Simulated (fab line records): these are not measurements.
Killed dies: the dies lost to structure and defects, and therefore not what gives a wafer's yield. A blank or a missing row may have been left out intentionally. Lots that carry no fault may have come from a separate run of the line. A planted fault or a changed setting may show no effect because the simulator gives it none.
fab line records	flow nand-harc
[record] lots = 6	wafers = 17	last-day = 33
route steps=1302 shown A_WL_FILL@965 END@1302
lots that met no fault: from a run of the same line without faults
start-h: hours from the record's opening day to when the first of the lot's shown wafers began	wait-h: hours elapsed since this lot's preceding step	" same as the row above	L1.1+2: a single row standing in for several wafers	- no value, or no start given	* or withheld: withheld	< > ~ a bound
route shown NAME@n: a module of which the file shows steps, and the number in the route of the first	usual: mean/standard deviation taken from wafers without a fault	same: alike in all rows	chamber/n: place in a boat	sites: per-site readings	_std_site: standard deviation across them	_edge_site: outer sites' mean less inner sites'	radius-mm: for every site, how far away it sits from the centre of the wafer	mask NAME#n: copy n	behind: the most recent tool/chamber to have shaped the wafer	hold: what put the lot on hold/how long, in hours/how the hold closed	device: names the non-switching transistor (n, p or np)	end of line: tests run on the same wafers once the route is complete	a step with no rows: only its recipe	killed: the dies lost at the first sort to structure and to defects; this is not the yield of the wafer	map: the dies of a wafer, with x for killed, . for not killed, _ for no die there
set.NAME: the setting as run; set.NAME@STEP: as run at that earlier step	model.NAME: the simulator's own value behind a step, which no gauge read
a table for each step, a row for each wafer; lots at some steps of the route
services: a tool's chamber out of use, with start hour (start-h, from the record's first day; less than 0 if before it), hours out, and reason
[[steps]]
[step NHARC_A_WL_FILL_ALD_10]
[recipe] target-thk-a = 500	pulse-time-s = 10	ald-cycles = 500	temp-c = 300	material = SiO2
[usual] heater-power-w = 474/37	precursor-pulse-height-rel = 0.998/0.021
lot.wafer	tool	chamber	start-h	wait-h	heater-power-w	precursor-pulse-height-rel
L229.1	ald-hk-01	1	562.91	0.1	494	1.012
L229.2	"	0	564.46	1.6	483	0.962
L230.1	ald-hk-01	2	571.11	0.1	488	0.998
L230.2	"	3	"	"	453	0.999
L230.4	"	1	572.64	1.6	487	0.993
L237.4	ald-hk-02	2	628.32	0.6	409	0.991
L237.2	"	0	629.34	1.6	505	0.983
L237.6	"	2	630.37	2.6	411	1.017
L236.2	ald-hk-02	3	637.95	0.3	473	1.008
L236.1	"	2	639.51	1.9	415	1.017
L236.5	"	3	"	"	475	1.027
L240.3	ald-hk-01	2	693.83	1.8	512	1.027
L240.4	"	3	"	"	458	1.025
L240.6	"	1	695.38	3.4	502	0.976
L242.4	ald-hk-02	0	694.91	2.9	528	1.022
L242.1	"	1	"	"	442	1.024
L242.6	"	0	696.98	5.0	503	1.006
[step NHARC_A_WL_FILL_ETCHBACK_16]
[recipe] target-depth-a = 1200	time-s = 24	c4f8-flow-sccm = withheld	o2-flow-sccm = 8	ar-flow-sccm = withheld	rf-w = 600	bias-w = 800	chemistry = C4F8/O2/Ar
[usual] oes-product-au = 0.98/0.03	rf-vpp-V = 722/3.8
lot.wafer	tool	chamber	start-h	wait-h	oes-product-au	rf-hours-counter-h	rf-vpp-V
L229.2	rie-diel-08	2	-	-	1.02	1.5	718
L229.1	"	3	"	"	1.00	1.2	726
L230.2	rie-diel-11	0	-	-	1.00	4.6	722
L230.4	"	1	"	"	0.99	4.3	718
L230.1	"	2	"	"	1.00	2.9	723
L237.2	rie-diel-11	2	-	-	1.01	0.5	722
L237.4	"	0	"	"	1.01	0.4	721
L237.6	"	3	"	"	0.99	-	721
L236.1	rie-diel-08	2	-	-	1.01	4.6	717
L236.2	"	3	"	"	1.02	5.0	727
L236.5	"	2	"	"	1.02	-	718
L240.4	rie-diel-08	1	-	-	1.00	8.1	728
L240.3	"	2	"	"	1.00	7.7	717
L240.6	"	2	"	"	1.01	-	716
L242.4	rie-diel-11	2	-	-	0.99	2.2	723
L242.1	"	0	"	"	0.99	2.1	721
L242.6	"	3	"	"	0.97	-	721
[step NHARC_A_WL_FILL_STRIP_29]
[recipe] time-s = 20	o2-flow-sccm = 500	ar-flow-sccm = 0	bias-w = 0	chemistry = O2
[usual] drypump-motor-current-A = 5.7/0.51	oes-product-au = 0.999/0.0093	rf-vpp-V = 57.8/0.94	showerhead-plenum-p-Torr = 3.47/0.14	throttle-valve-pct = 17.035/0.01
lot.wafer	tool	chamber	start-h	wait-h	drypump-motor-current-A	oes-product-au	rf-hours-counter-h	rf-vpp-V	showerhead-plenum-p-Torr	throttle-valve-pct
L229.1	rie-diel-08	0	567.66	0.1	5.7	0.986	1.4	57.2	3.54	17.034
L229.2	"	1	"	"	5.2	0.999	1.7	58.3	3.70	17.025
L230.4	rie-diel-11	2	575.82	0.1	5.0	1.012	3.0	57.4	3.51	17.041
L230.2	"	3	"	"	5.1	1.000	4.5	58.0	3.44	17.029
L230.1	"	0	"	"	5.8	1.006	4.6	59.3	3.43	17.047
L237.4	rie-diel-11	2	632.53	0.1	5.1	1.003	0.5	57.5	3.50	17.038
L237.2	"	3	"	"	5.2	0.987	0.5	59.1	3.44	17.042
L237.6	"	3	"	"	5.2	0.990	-	56.6	3.44	17.048
L236.1	rie-diel-08	3	642.72	0.1	6.8	1.002	5.0	58.1	3.64	17.041
L236.2	"	0	"	"	5.7	0.999	5.6	57.3	3.54	17.041
L236.5	"	3	"	"	6.8	1.009	-	58.9	3.64	17.046
L240.3	rie-diel-08	0	698.05	0.1	5.7	0.998	8.9	56.3	3.54	17.029
L240.4	"	3	"	"	6.9	1.018	7.7	58.4	3.64	17.037
L240.6	"	1	"	"	5.2	0.992	-	57.9	3.70	17.038
L242.4	rie-diel-11	2	699.68	0.1	5.1	0.994	2.2	57.3	3.50	17.036
L242.1	"	3	"	"	5.2	0.988	2.3	57.8	3.44	17.028
L242.6	"	1	"	"	5.9	1.002	-	56.6	3.33	17.021
[step NHARC_A_WL_FILL_ETCHBACK_17]
[recipe] target-depth-a = 40	time-s = 26.7	chemistry = Cl2/BCl3
[usual] drypump-motor-current-A = 6.02/0.29	oes-product-au = 0.997/0.0078
lot.wafer	tool	chamber	start-h	wait-h	drypump-motor-current-A	oes-product-au	rf-hours-counter-h
L229.2	rie-metal-03	0	567.74	-	6.26	0.987	0.7
L229.1	"	1	"	"	6.17	0.995	0.7
L230.1	rie-metal-02	0	575.90	-	5.76	1.012	2.0
L230.2	"	1	"	"	5.80	1.007	2.0
L230.4	"	1	"	"	5.81	0.999	-
L237.2	rie-metal-03	0	632.62	-	6.31	1.007	1.9
L237.4	"	1	"	"	6.18	0.996	-
L237.6	"	1	"	"	6.15	1.001	-
L236.2	rie-metal-01	1	642.80	-	6.41	0.993	1.0
L236.1	"	0	"	"	5.75	0.981	1.0
L236.5	"	1	"	"	6.44	1.000	-
L240.3	rie-metal-01	0	698.18	-	5.76	1.003	-
L240.4	"	1	"	"	6.45	0.999	-
L240.6	"	0	"	"	5.73	1.009	-
L242.1	rie-metal-02	1	699.76	-	5.80	0.990	1.6
L242.4	"	0	"	"	5.79	1.019	-
L242.6	"	1	"	"	5.79	0.985	-
[step NHARC_A_WL_FILL_PRECLEAN_18]
[recipe] time-s = 30	chemistry = dHF
[step NHARC_A_WL_FILL_SRD_21]
[step NHARC_A_WL_FILL_CVD_23]
[recipe] target-thk-a = 400	temp-c = 620	pressure-mtorr = 200	time-s = 800	material = poly-Si
[step NHARC_A_WL_FILL_ETCHBACK_26]
[recipe] target-depth-a = 520	time-s = 13.3	hbr-flow-sccm = 150	rf-w = 350	icp-w = 350	bias-w = 60	chemistry = HBr
[step NHARC_A_WL_FILL_PRECLEAN_30]
[recipe] time-s = 10	chemistry = dHF
[step NHARC_A_WL_FILL_SRD_14]
[step NHARC_A_WL_FILL_ALD_19]
[recipe] target-thk-a = 20	pulse-time-s = 3	ald-cycles = 100	temp-c = 450	material = TiN
[usual] heater-power-w = 1153/150	precursor-pulse-height-rel = 1.000/0.019
lot.wafer	tool	chamber	start-h	wait-h	heater-power-w	precursor-pulse-height-rel
L229.2	ald-metal-02	1	574.99	0.1	1200	0.988
L229.1	"	2	"	"	1270	0.990
L230.1	ald-metal-03	3	581.35	0.1	1104	1.001
L230.4	"	0	"	"	1104	0.975
L230.2	"	1	"	"	961	0.959
L237.4	ald-metal-04	0	638.08	0.1	1150	1.007
L237.2	"	3	"	"	1182	1.005
L237.6	"	0	"	"	1124	0.982
L236.1	ald-metal-02	1	648.31	0.1	1239	1.008
L236.2	"	2	"	"	1251	0.996
L236.5	"	1	"	"	1267	1.005
L240.4	ald-metal-02	2	703.66	0.1	1277	1.015
L240.3	"	0	"	"	1188	0.968
L240.6	"	2	"	"	1225	1.013
L242.4	ald-metal-03	1	703.76	0.1	920	0.997
L242.1	"	2	"	"	1102	0.986
L242.6	"	1	"	"	931	1.026
[step NHARC_A_WL_FILL_CVD_20]
[recipe] target-thk-a = 1000	temp-c = 400	pressure-torr = 40	wf6-flow-sccm = 40	h2-flow-sccm = 1600	ar-flow-sccm = 1560	time-s = 74	material = W
[step NHARC_A_WL_FILL_CMP_12]
[recipe] t-overpolish-s = 30	target-thk-nm = 100
[usual] motor-current-A = 11.8/0.96	overpolish-run-s = 30.000/0.0085	pad-life-wafers = 183/94	time-to-endpoint-s = 20.0/2.5
[same] t-overpolish-s = 30
lot.wafer	tool	chamber	start-h	wait-h	motor-current-A	overpolish-run-s	pad-life-wafers	time-to-endpoint-s
L229.2	cmp-02	1	575.35	0.2	9.5	30.014	223	10.5
L229.1	"	3	"	"	11.0	30.011	225	20.2
L230.1	cmp-02	2	581.74	0.2	12.1	30.001	265	24.4
L230.2	"	3	"	"	12.2	29.991	266	10.3
L230.4	"	0	"	"	12.3	29.990	267	13.1
L237.2	cmp-03	3	638.45	0.2	11.5	29.992	306	19.2
L237.4	"	1	"	"	13.3	29.996	308	21.4
L237.6	"	3	"	"	11.9	30.000	-	16.9
L236.2	cmp-02	1	648.71	0.2	10.2	30.005	67	17.7
L236.1	"	2	"	"	12.7	30.000	68	22.7
L236.5	"	0	"	"	12.5	30.009	-	18.8
L240.3	cmp-03	0	704.04	0.1	10.9	30.013	186	21.6
L240.4	"	3	"	"	11.9	30.005	189	20.1
L240.6	"	0	"	"	11.5	29.992	-	19.3
L242.1	cmp-01	2	704.18	0.1	12.0	29.999	78	22.9
L242.4	"	1	"	"	11.1	29.998	81	23.7
L242.6	"	3	"	"	13.2	29.998	-	20.8
[step NHARC_END_SORT_01]
[recipe] temp-c = 25
[usual] killed-at-array = 52/18	killed-at-other = 1.2/1.5	killed-at-periphery = 4/3.2	killed-dies = 57/17	killed-open = 3.1/1.9	killed-short = 2.5/1.7
[same] gross-dies = 677
lot.wafer	tool	chamber	start-h	wait-h	killed-at-array	killed-at-other	killed-at-periphery	killed-dies	killed-open	killed-short
L229.2	prober-02	0	655.61	2.8	96	1	1	98	0	0
L230.1	prober-02	0	663.56	2.5	50	2	1	53	10	1
L230.2	prober-02	0	664.35	2.8	41	0	4	45	5	3
L230.4	prober-02	0	665.93	3.4	44	3	3	50	0	4
L237.2	prober-01	0	715.94	2.8	57	1	1	59	2	4
L237.4	prober-01	0	717.53	3.4	34	0	3	37	4	1
L237.6	prober-01	0	719.12	4.0	35	0	2	37	1	1
L236.1	prober-02	0	727.10	2.5	48	4	0	52	2	1
L236.2	prober-02	0	727.90	2.8	58	2	1	61	3	4
L236.5	prober-02	0	730.29	3.7	52	2	3	57	7	4
L242.1	prober-01	0	785.32	2.5	31	4	3	38	4	1
L242.4	prober-01	0	787.76	3.5	19	2	6	27	2	2
L242.6	prober-01	0	789.39	4.1	27	7	4	38	4	4
// killed by level:class
L229.2 A_CHANNEL_HOLE_D1:chamber-film-flake=37 A_SLIT:chamber-film-flake=30 A_CHANNEL_HOLE_D2:chamber-film-flake=16 A_STAIRCASE:chamber-film-flake=5 A_CHANNEL_FILL_D1:chamber-film-flake=3 A_WL_FILL:chamber-film-flake=3 A_CONTACT:chamber-film-flake=2 P_M2:chamber-film-flake=1
L230.1 A_CHANNEL_HOLE_D1:chamber-film-flake=24 A_CONTACT:chamber-film-flake=11 A_CHANNEL_HOLE_D2:chamber-film-flake=4 A_CHANNEL_FILL_D2:geometric-particle:open=3 A_SOURCE_PLATE:geometric-particle:open=2 A_WL_FILL:chamber-film-flake=2 P_M0:geometric-particle:open=1 A_ONON_D1:geometric-particle:open=1
L230.2 A_CHANNEL_HOLE_D1:chamber-film-flake=22 A_CHANNEL_HOLE_D2:chamber-film-flake=3 P_ZERO_WELL:chamber-film-flake=2 A_CHANNEL_FILL_D1:chamber-film-flake=2 A_STAIRCASE:chamber-film-flake=2 A_CONTACT:chamber-film-flake=2 A_BONDPAD:chamber-film-flake=2 P_CONTACT:geometric-particle:open=1
L230.4 A_CHANNEL_HOLE_D1:chamber-film-flake=31 A_CONTACT:chamber-film-flake=8 A_CHANNEL_HOLE_D2:chamber-film-flake=3 THIN_TSV:chamber-film-flake=3 P_STI:geometric-particle:short=2 A_DECK1_JOINT:geometric-particle:short=1 A_M0:geometric-particle:short=1 P_ZERO_WELL:chamber-film-flake=1
L237.2 A_CHANNEL_HOLE_D1:chamber-film-flake=40 A_SLIT:chamber-film-flake=4 A_STAIRCASE:chamber-film-flake=3 A_CHANNEL_FILL_D1:chamber-film-flake=2 A_CHANNEL_FILL_D1:geometric-particle:short=1 A_ONON_D2:geometric-particle:short=1 A_CHANNEL_FILL_D2:geometric-particle:short=1 A_SLIT:geometric-particle:open=1
L237.4 A_CHANNEL_HOLE_D1:chamber-film-flake=16 A_STAIRCASE:chamber-film-flake=5 A_SLIT:chamber-film-flake=3 A_BLC:chamber-film-flake=3 A_CONTACT:chamber-film-flake=2 P_CONTACT:geometric-particle:short=1 P_M0:geometric-particle:open=1 A_DECK1_JOINT:geometric-particle:open=1
L237.6 A_CHANNEL_HOLE_D1:chamber-film-flake=18 A_STAIRCASE:chamber-film-flake=5 A_SLIT:chamber-film-flake=5 A_CHANNEL_FILL_D1:chamber-film-flake=3 P_M0:geometric-particle:open=1 A_SLIT:geometric-particle:short=1 P_GATE:chamber-film-flake=1 A_DECK1_JOINT:chamber-film-flake=1
L236.1 A_SLIT:chamber-film-flake=34 A_CHANNEL_HOLE_D1:chamber-film-flake=6 THIN_TSV:chamber-film-flake=4 A_CONTACT:chamber-film-flake=3 A_DECK1_JOINT:geometric-particle:open=1 A_ONON_D2:geometric-particle:short=1 A_CHANNEL_FILL_D2:geometric-particle:open=1 A_CHANNEL_FILL_D2:chamber-film-flake=1
L236.2 A_SLIT:chamber-film-flake=30 A_CHANNEL_HOLE_D1:chamber-film-flake=14 A_STAIRCASE:chamber-film-flake=4 A_CONTACT:chamber-film-flake=3 THIN_TSV:chamber-film-flake=2 A_ONON_D1:geometric-particle:short=1 A_CHANNEL_FILL_D1:geometric-particle:short=1 A_ONON_D2:geometric-particle:short=1
L236.5 A_SLIT:chamber-film-flake=28 A_CHANNEL_HOLE_D1:chamber-film-flake=7 A_STAIRCASE:chamber-film-flake=3 A_CHANNEL_FILL_D1:geometric-particle:open=2 A_DECK1_JOINT:geometric-particle:open=2 A_CHANNEL_FILL_D2:chamber-film-flake=2 THIN_TSV:chamber-film-flake=2 P_M1:geometric-particle:open=1
L242.1 A_SLIT:chamber-film-flake=19 A_CONTACT:chamber-film-flake=5 THIN_TSV:chamber-film-flake=4 P_M1:chamber-film-flake=2 A_DECK1_JOINT:geometric-particle:open=1 A_DECK1_JOINT:geometric-particle:short=1 A_ONON_D2:geometric-particle:open=1 A_CONTACT:geometric-particle:open=1
L242.4 A_CONTACT:chamber-film-flake=8 P_M1:chamber-film-flake=4 A_SLIT:chamber-film-flake=3 A_CHANNEL_HOLE_D2:chamber-film-flake=2 A_STAIRCASE:chamber-film-flake=2 THIN_TSV:chamber-film-flake=2 P_CONTACT:geometric-particle:short=1 A_CHANNEL_FILL_D1:geometric-particle:short=1
L242.6 A_SLIT:chamber-film-flake=12 THIN_TSV:chamber-film-flake=7 P_M1:chamber-film-flake=3 A_CONTACT:chamber-film-flake=3 A_CHANNEL_FILL_D1:geometric-particle:short=2 A_DECK1_JOINT:chamber-film-flake=2 A_STAIRCASE:chamber-film-flake=2 P_CONTACT:geometric-particle:short=1
[[services]]
tool	chamber	start-h	hours	kind
rie-diel-08	-	544.94	9.0	pm
cmp-01	-	550.88	32.5	repair
ald-metal-02	-	551.15	1.5	repair
cmp-03	-	554.12	4.0	pm
rie-metal-01	-	564.20	0.3	repair
ald-metal-03	-	568.00	10.0	pm
rie-metal-01	-	575.06	9.0	pm
cmp-02	-	602.03	0.9	repair
ald-metal-03	2	608.17	40.5	repair
rie-diel-11	-	609.50	9.0	pm
ald-metal-02	-	610.00	10.0	pm
cmp-02	-	624.50	4.0	pm
rie-metal-02	-	631.00	9.0	pm
ald-metal-02	0	643.16	4.4	repair
cmp-02	-	645.21	0.5	repair
rie-diel-08	-	647.97	0.5	repair
cmp-03	-	652.12	4.0	pm
ald-hk-01	-	653.42	10.0	pm
cmp-02	-	659.95	1.8	repair
rie-diel-11	1	660.60	4.8	repair
rie-diel-08	3	668.90	8.3	repair
rie-diel-11	0	674.76	4.6	repair
rie-metal-03	-	696.00	9.0	pm
ald-hk-02	-	704.00	10.0	pm
[[key]]
[first-sign] step = NHARC_A_WL_FILL_CMP_12	reading = time-to-endpoint-s	direction = down	sigmas = 3.5	usual = *	struck = *
effect none on later readings
met-at NHARC_A_WL_FILL_CMP_12
struck-wafers L229.2,L230.2,L230.4
tester-left-out L229,L230
[fault] kind = process-parameter-drift	tool = cmp-02	chamber = -	onset-h = 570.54	steps = NHARC_A_WL_FILL_CMP_12	channel = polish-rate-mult	offset = 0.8	shape = step	end-h = 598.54	scope = struck-wafers-only
// tester-left-out: of these lots the tester's yield and bins aren't shown, on N5 and GAA mostly nor the transistor test; their killed dies are dies lost to structure and defects alone, not to doping, threshold or leakage, so they don't give the yield
